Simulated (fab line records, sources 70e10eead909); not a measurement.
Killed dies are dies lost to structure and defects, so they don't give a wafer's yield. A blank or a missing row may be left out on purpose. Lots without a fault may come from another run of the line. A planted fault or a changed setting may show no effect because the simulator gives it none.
A struck lot beside a sound one | flow nand_harc | 14 steps out of a route of 1159
Sound: wafers L502.1, L502.4, L502.5. Struck: wafers L516.2, L516.3, L516.5. The cause comes at the end.
At each step with rows: each side's tool, then ch and its chambers, then its first start. Under that, the readings that differ: sound wafers | struck wafers | difference of the means | sigmas: that difference in standard deviations of wafers without a fault.
alike: readings whose means differ by less than 2 such deviations, and words and numbers that are the same on both sides. not compared: withheld readings, readings that some wafer has no value for, bounds like >300 that may hide the same value, and numbers for which the record gives no deviation and whose values overlap.
The two part at a step that has a row with sigmas, a row that says differs or no value, or rows on one side only. Numbers that don't overlap but have no deviation are shown without sigmas and don't part them. A reading that every wafer of one side lacks parts them only if that side has two wafers or more.

first, 1 step without rows for these wafers: NHARC_P_ZERO_WELL_HARDBAKE_38 (time 80 s).
NHARC_P_ZERO_WELL_DESCUM_39: chemistry O2, time 3 s.
  sound on rie_diel-12 ch 2,3, day 3 16:26; struck on rie_diel-12 ch 1,2, day 7 04:25
  alike: chamber_pressure_mTorr, drypump_motor_current_A, oes_product_au, rf_vpp_V, showerhead_plenum_p_Torr, throttle_valve_pct
  not compared: rf_hours_counter_h
then, 10 steps without rows for these wafers: NHARC_P_ZERO_WELL_IMPLANT_40; NHARC_P_ZERO_WELL_IMPLANT_59; NHARC_P_ZERO_WELL_IMPLANT_60; NHARC_P_ZERO_WELL_STRIP_41 (strips in SPM, time 840 s); NHARC_P_ZERO_WELL_DEHYDRATE_44 (time 120 s); NHARC_P_ZERO_WELL_HMDS_45 (time 30 s); NHARC_P_ZERO_WELL_COAT_46; NHARC_P_ZERO_WELL_SOFTBAKE_47 (time 95 s); NHARC_P_ZERO_WELL_EBR_48; NHARC_P_ZERO_WELL_EXPOSE_49 (exposes mask P HVPW, target cd 2000 nm).
NHARC_P_ZERO_WELL_PEB_50: peb time 85 s.
  sound on litho_track-02 ch 0, day 3 17:49; struck on litho_track-02, day 7 05:42
  no value came back on the struck wafers for chill_plate_temp_C (C), exhaust_pa (Pa); on the sound wafers chill_plate_temp_C (C) reads 23.00 22.98 23.06
then, 1 step without rows for these wafers: NHARC_P_ZERO_WELL_DEVELOP_51 (time 70 s).

WHERE THEY PART
Only at NHARC_P_ZERO_WELL_PEB_50, within this record.

WHY: what the simulator had put in
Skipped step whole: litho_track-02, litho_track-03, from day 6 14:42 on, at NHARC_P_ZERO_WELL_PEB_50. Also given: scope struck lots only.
